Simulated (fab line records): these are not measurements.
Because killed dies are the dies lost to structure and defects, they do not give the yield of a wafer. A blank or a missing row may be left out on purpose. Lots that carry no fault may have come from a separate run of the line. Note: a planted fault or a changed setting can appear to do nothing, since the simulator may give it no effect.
Chamber matching | flow n5_finfet | N5_STI_FIN_REVEAL_CMP_04 on cmp-03 has 4 sister chambers
The step polishes, stops on Si3N4, t overpolish 4 s, target thk 131.83 nm. 16 wafers are shown with their chamber, then 8 later ones without.

== WAFERS PAIRED WITH THEIR CHAMBERS ==
wafer  | chamber | motor_current_A (A) | platen_rpm (rpm) | time_to_endpoint_s (s)
L077.1 | 1       | 12.1                | 54.11            | 100
L077.2 | 3       | 9.1                 | 54.15            | 101
L077.5 | 2       | 8.5                 | 54.18            | 99
L080.3 | 0       | 8.8                 | 54.19            | 105
L080.5 | 2       | 8.5                 | 54.20            | 102
L080.6 | 1       | 11.8                | 54.16            | 106
L085.2 | 3       | 9.3                 | 54.13            | 107
L085.3 | 1       | 11.5                | 54.20            | 105
L085.6 | 1       | 11.7                | 54.19            | 110
L086.1 | 0       | 8.8                 | 54.18            | 106
L086.4 | 1       | 10.8                | 54.18            | 107
L086.6 | 0       | 8.6                 | 54.17            | 103
L087.2 | 0       | 8.6                 | 54.19            | 106
L087.3 | 1       | 11.6                | 54.22            | 107
L087.5 | 3       | 8.9                 | 54.12            | 108
L092.1 | 0       | 9.2                 | 54.18            | 113

SIGNATURES (averages over the wafers above)
reading            | chamber 0 | chamber 1 | chamber 2 | chamber 3 | scatter within a chamber
motor_current_A    | 8.800     | 11.583    | 8.500     | 9.100     | 0.325
platen_rpm         | 54.1820   | 54.1767   | 54.1900   | 54.1333   | 0.0263
time_to_endpoint_s | 106.60    | 105.83    | 100.50    | 105.33    | 3.48
Rule: for a wafer and a chamber, the distance is found by dividing, reading by reading, the gap between the wafer's reading and the chamber's mean by the reading's scatter, squaring, summing and taking the root. If the next closest chamber is less than 2 further off than the closest, the wafer can't be placed; otherwise it belongs to the closest. The scatter: take each reading less its chamber's mean, square it, sum over the shown wafers, divide by the number of wafers less the number of chambers, and take the root.

== WAFERS WHOSE CHAMBER IS MISSING ==
wafer  | motor_current_A (A) | platen_rpm (rpm) | time_to_endpoint_s (s)
L092.2 | 11.9                | 54.14            | 107
L092.5 | 9.0                 | 54.19            | 107
L094.1 | 7.9                 | 54.15            | 111
L094.4 | 11.8                | 54.19            | 111
L094.5 | 8.2                 | 54.11            | 109
L097.4 | 12.1                | 54.18            | 112
L097.5 | 9.0                 | 54.20            | 112
L097.6 | 8.7                 | 54.20            | 115

== THE CHAMBER EACH PASSED THROUGH ==
wafer  | from the rows above          | in truth
L092.2 | 1                            | 1
L092.5 | can't be placed: 0 or 3 or 2 | 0
L094.1 | can't be placed: 0 or 2 or 3 | 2
L094.4 | 1                            | 1
L094.5 | can't be placed: 3 or 0 or 2 | 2
L097.4 | 1                            | 1
L097.5 | can't be placed: 0 or 3 or 2 | 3
L097.6 | can't be placed: 0 or 3 or 2 | 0
3 of 8 placed correctly. Can't be placed from these rows: 5 (the true chamber is among the candidates in 5). Placed wrongly: 0.
